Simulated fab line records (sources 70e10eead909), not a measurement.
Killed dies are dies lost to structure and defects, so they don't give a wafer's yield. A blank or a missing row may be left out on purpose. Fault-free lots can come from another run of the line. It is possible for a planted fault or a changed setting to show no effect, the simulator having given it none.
Commonality check across tools :: flow nandHarc :: Sampled: 4 lots, 12 wafers

== WHY IT WAS OPENED ==
Flagged at NHARC_END_SORT_01: reading killedAtPeriphery, on 3 of 4 lots. No-fault wafers: 4.2, standard deviation 2.7.
Rule: flag the lot when none of its wafers has a number, or when each of its wafers that has one lies beyond 4 standard deviations from that mean. All remaining lots are regarded as sound.

lot: L998
measured: day 30 13:05
on: prober-02
killedAtPeriphery, wafer by wafer: 628 624 615
flag: FLAGGED

lot: L100
measured: day 31 22:53
on: prober-01
killedAtPeriphery, wafer by wafer: 617 636 621
flag: FLAGGED

lot: L999
measured: day 32 08:54
on: prober-01
killedAtPeriphery, wafer by wafer: 586 584 611
flag: FLAGGED

lot: L103
measured: day 33 11:47
on: prober-01
killedAtPeriphery, wafer by wafer: 4 4 3
flag: 
The numbers of the flagged lots are 613.6 on average: +609.4 against the usual, or +99 or more standard deviations.

== WHICH TOOL EACH LOT WENT THROUGH ==
The record holds 2 process steps before the reading, out of a route of 1302 steps. Cell contents, in order: the tool; ch with the chambers the sampled wafers went through; the start.
lot: L998
flag: FLAGGED
NHARC_P_ZERO_WELL_ETCH_65: rieDiel-01 ch 0,2,3, day 8 23:42
NHARC_P_GATE_DEP_103: no row

lot: L100
flag: FLAGGED
NHARC_P_ZERO_WELL_ETCH_65: rieDiel-06 ch 1,2,3, day 9 19:30
NHARC_P_GATE_DEP_103: no row

lot: L999
flag: FLAGGED
NHARC_P_ZERO_WELL_ETCH_65: rieDiel-01 ch 2,3, day 9 09:34
NHARC_P_GATE_DEP_103: no row

lot: L103
flag: 
NHARC_P_ZERO_WELL_ETCH_65: rieDiel-06 ch 0,1,3, day 11 01:32
NHARC_P_GATE_DEP_103: pecvd-03 ch 0,1,2, day 14 00:38
What the steps here do:
- NHARC_P_ZERO_WELL_ETCH_65: etches the open film in N2/H2, target depth 80 nm, overetch 24 nm, time 87.88 s.
- NHARC_P_GATE_DEP_103: deposits SiON, target thk 30 nm.
- NHARC_END_SORT_01

== FLAGGED OVER TOTAL, TOOL BY TOOL (the gauges that took the reading come last) ==
step: NHARC_P_ZERO_WELL_ETCH_65
tool: rieDiel-01
lots run: 2
flagged: 2
share of the flagged lots: some
sound lots run after its first flagged lot: 0

step: NHARC_P_ZERO_WELL_ETCH_65
tool: rieDiel-06
lots run: 2
flagged: 1
share of the flagged lots: some
sound lots run after its first flagged lot: 1 (L103)

step: NHARC_P_GATE_DEP_103
tool: pecvd-03
lots run: 1
flagged: 0
share of the flagged lots: none
sound lots run after its first flagged lot: -

step: NHARC_END_SORT_01
tool: prober-01
lots run: 3
flagged: 2
share of the flagged lots: some
sound lots run after its first flagged lot: 1 (L103)

step: NHARC_END_SORT_01
tool: prober-02
lots run: 1
flagged: 1
share of the flagged lots: some
sound lots run after its first flagged lot: 0

== WHAT THE TABLE ALLOWS ==
No row of the table ran every flagged lot.

== WHAT WAS PUT IN BY THE SIMULATOR ==
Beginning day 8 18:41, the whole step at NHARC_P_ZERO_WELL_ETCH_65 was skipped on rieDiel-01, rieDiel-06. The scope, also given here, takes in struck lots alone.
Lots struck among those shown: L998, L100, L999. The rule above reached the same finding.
